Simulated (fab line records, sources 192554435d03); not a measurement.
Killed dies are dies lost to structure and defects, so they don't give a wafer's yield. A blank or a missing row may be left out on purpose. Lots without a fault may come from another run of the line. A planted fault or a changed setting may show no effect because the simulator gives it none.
A struck lot beside a sound one | flow n5_finfet | 22 steps out of a route of 1938
Sound: wafers L621.3, L621.5, L621.6. Struck: wafers L634.3, L634.4, L634.5. The cause comes at the end.
At each step with rows: each side's tool, then ch and its chambers, then its first start. Under that, the readings that differ: sound wafers | struck wafers | difference of the means | sigmas: that difference in standard deviations of wafers without a fault.
alike: readings whose means differ by less than 2 such deviations, and words and numbers that are the same on both sides. not compared: withheld readings, readings that some wafer has no value for, bounds like >300 that may hide the same value, and numbers for which the record gives no deviation and whose values overlap.
The two part at a step that has a row with sigmas, a row that says differs or no value, or rows on one side only. Numbers that don't overlap but have no deviation are shown without sigmas and don't part them. A reading that every wafer of one side lacks parts them only if that side has two wafers or more.

first, 8 steps without rows for these wafers: N5_BEOL_M8_DESCUM_16 (chemistry O2, time 7.9 s); N5_BEOL_M8_ETCH_61 (etches SiARC in CF4, target depth 45.5 nm, time 75.8 s); N5_BEOL_M8_ETCH_62 (etches SOC in N2/H2, target depth 110 nm, overetch 22 nm, time 165 s); N5_BEOL_M8_STRIP_68 (strips in N2/H2); N5_BEOL_M8_STRIP_67 (strips in CF4); N5_BEOL_M8_HM_OPEN_17 (chemistry Cl2/BCl3, target TiN, target depth 20 nm, overetch 6 nm); N5_BEOL_M8_STRIP_19 (strips in O2); N5_BEOL_M8_COAT_63 (time 60 s, resist thk 60 nm).
N5_BEOL_M8_COAT_64: time 60 s, resist thk 12 nm.
  sound on litho_track-03 ch 0, day 10 03:01; struck on litho_track-03 ch 0, day 13 08:52
  reading                                    | sound                | struck               | difference | sigmas
  spin_speed_rpm (rpm)                       | 1499.9 1499.4 1500.2 | 1419.9 1419.7 1418.8 | -80.4      | -80
  model.SiARC_of_BEOL_M8_COAT_64.thk_nm (nm) | 12 12 12             | 12.4 12.4 12.4       | +0.4       |
then, 9 steps without rows for these wafers: N5_BEOL_M8_COAT_71 (time 60 s, resist thk 5 nm); N5_BEOL_M8_COAT_22 (resist thk 30 nm); N5_BEOL_M8_EBR_24; N5_BEOL_M8_SOFTBAKE_23 (time 60 s); N5_BEOL_M8_EXPOSE_25 (exposes mask V7, target cd 40 nm); N5_BEOL_M8_PEB_26 (peb time 60 s); N5_BEOL_M8_DEVELOP_27 (develop time 30 s); N5_BEOL_M8_DESCUM_33 (chemistry O2, time 7 s); N5_BEOL_M8_ETCH_72 (etches underlayer in N2/H2, target depth 6.5 nm, time 5.2 s).
N5_BEOL_M8_ETCH_65: etches SiARC in CF4, target depth 15.6 nm, time 26 s.
  sound on rie_diel-02 ch 0,1, day 10 03:27; struck on rie_diel-02 ch 2,3, day 13 09:26
  reading                  | sound          | struck            | difference | sigmas
  etch_rf_on_time_s (s)    | 25.2 25.3 25.2 | 26.5 26.2 26.6    | +1.2       | +2
  model.etch.depth_nm (nm) | 12.02 12 12.01 | 12.37 12.34 12.36 | +0.35      |
  alike: drypump_motor_current_A, oes_product_au, rf_vpp_V, showerhead_plenum_p_Torr, throttle_valve_pct, model.CAR-EUV_of_BEOL_M8_COAT_22.thk_nm
  not compared: rf_hours_counter_h
N5_BEOL_M8_ETCH_66: etches SOC in N2/H2, target depth 80 nm, overetch 16 nm, time 120 s.
  sound on rie_diel-02 ch 0,1, day 10 03:29; struck on rie_diel-02 ch 2,3, day 13 09:28
  reading                                    | sound     | struck      | difference | sigmas
  model.SiARC_of_BEOL_M8_COAT_64.thk_nm (nm) | 6 6.4 6.2 | 6.6 6.6 6.6 | +0.4       |
  alike: drypump_motor_current_A, oes_product_au, rf_vpp_V, showerhead_plenum_p_Torr, throttle_valve_pct
  not compared: rf_hours_counter_h
then, 1 step without rows for these wafers: N5_BEOL_M8_STRIP_69 (strips in N2/H2).
-- the record jumps here: 3 days lie between the struck wafers' starts before and after (it left off in module BEOL_M8 and takes up again in module PASSIVATION, whose first step shown is number 1936 of the route) --
N5_PASSIVATION_PROBE_49:
  sound on prober-02, day 12 14:40; struck on prober-01, day 16 07:05
  reading            | sound    | struck   | difference | sigmas
  killed_at_M0_to_M3 | 38 59 54 | 24 23 33 | -24        | -2
  alike: defect_limited_yield, killed_at_M4_up, killed_at_contacts, killed_at_front_end, killed_at_other, killed_dies, killed_open, killed_short, sort_bin_5_function, sort_bin_6_memory, sort_bin_8_speed, sort_n_pass

WHERE THEY PART
First at N5_BEOL_M8_COAT_64; last, within this record, at N5_PASSIVATION_PROBE_49.

WHY: what the simulator had put in
Process parameter drift: litho_track-03, from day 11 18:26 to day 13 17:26, at N5_BEOL_M8_COAT_64. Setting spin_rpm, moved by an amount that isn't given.
